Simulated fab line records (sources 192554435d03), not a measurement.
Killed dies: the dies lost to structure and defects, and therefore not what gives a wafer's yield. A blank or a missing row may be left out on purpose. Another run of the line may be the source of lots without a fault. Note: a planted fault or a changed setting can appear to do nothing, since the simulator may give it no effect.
What tool caused it? :: flow n5Finfet :: Sampling: 9 lots, 27 wafers, 3 of 1938 route steps

## WHAT EACH GAUGE READ, for each wafer
N5_SD_EPI_N_EPI_MEAS_23.
lot: L077
measured: day 3 22:46
on: filmMetro-02
thkNm (nm): 58.1 58.6 58.0

lot: L079
measured: day 4 10:25
on: filmMetro-01
thkNm (nm): 59.0 57.7 58.3

lot: L082
measured: day 5 06:16
on: filmMetro-01
thkNm (nm): 56.9 58.5 57.2

lot: L084
measured: day 5 23:34
on: filmMetro-01
thkNm (nm): 59.8 62.5 60.6

lot: L086
measured: day 6 08:33
on: filmMetro-02
thkNm (nm): 59.2 60.7 58.6

lot: L089
measured: day 6 23:38
on: filmMetro-02
thkNm (nm): 59.9 59.5 59.0

lot: L091
measured: day 7 15:12
on: filmMetro-01
thkNm (nm): 57.5 59.8 59.7

lot: L093
measured: day 7 23:16
on: filmMetro-02
thkNm (nm): 57.6 59.3 58.0

lot: L096
measured: day 8 20:08
on: filmMetro-02
thkNm (nm): 58.6 60.4 59.3

## WHAT TOOL EACH LOT RAN ON (gives the tool, then ch and the chambers of the sampled wafers, and finally the start)
lot: L077
N5_DUMMY_GATE_ETCH_42: rieDiel-05 ch 0,1, day 3 17:19
N5_SD_EPI_N_SD_RECESS_17: rieSi-03 ch 0,1, day 3 19:19

lot: L079
N5_DUMMY_GATE_ETCH_42: rieDiel-05 ch 1,2, day 4 05:40
N5_SD_EPI_N_SD_RECESS_17: rieSi-03 ch 0,2,3, day 4 07:40

lot: L082
N5_DUMMY_GATE_ETCH_42: rieDiel-01 ch 0,1, day 5 00:31
N5_SD_EPI_N_SD_RECESS_17: rieSi-02 ch 0,3, day 5 03:34

lot: L084
N5_DUMMY_GATE_ETCH_42: rieDiel-05 ch 0,1,2, day 5 14:16
N5_SD_EPI_N_SD_RECESS_17: rieSi-05 ch 0,1,3, day 5 17:41

lot: L086
N5_DUMMY_GATE_ETCH_42: rieDiel-01 ch 2,3, day 6 02:49
N5_SD_EPI_N_SD_RECESS_17: rieSi-03 ch 0,1,2, day 6 05:05

lot: L089
N5_DUMMY_GATE_ETCH_42: rieDiel-05 ch 0,1,2, day 6 17:50
N5_SD_EPI_N_SD_RECESS_17: rieSi-05 ch 1,3, day 6 19:57

lot: L091
N5_DUMMY_GATE_ETCH_42: rieDiel-03 ch 1,3, day 7 09:43
N5_SD_EPI_N_SD_RECESS_17: rieSi-02 ch 0,2,3, day 7 11:44

lot: L093
N5_DUMMY_GATE_ETCH_42: rieDiel-01 ch 1,2, day 7 17:49
N5_SD_EPI_N_SD_RECESS_17: rieSi-02 ch 0,2,3, day 7 19:50

lot: L096
N5_DUMMY_GATE_ETCH_42: rieDiel-03 ch 0,1,2, day 8 13:01
N5_SD_EPI_N_SD_RECESS_17: rieSi-02 ch 2,3, day 8 15:43
- N5_DUMMY_GATE_ETCH_42: etches SiO2 in CHF3/O2, target depth 3.5 nm, time 31 s.
- N5_SD_EPI_N_SD_RECESS_17: chemistry HBr/Cl2/O2, target depth 41 nm, time 23.7 s, bt time 3 s.

## THE ANSWER, worked out from the rows above alone
Rule: the usual values come from the lots themselves. The widest of any qualifying gaps counts: lots, ordered by their means at a reading, are off when they make up no more than a third of the lots, leave a main group of 4 or more, and stand apart from it by 3 or more times the standard deviation of that group's means. A main group whose means are all the same, to the digits that the tables above print for the reading, isn't used. Also off: a lot with no number at a reading for which 4 or more lots have one. The other lots that the step has rows for count as sound.
None of the lots is off at any reading shown; this tells nothing.

## WHAT THE SIMULATOR HAD INSERTED
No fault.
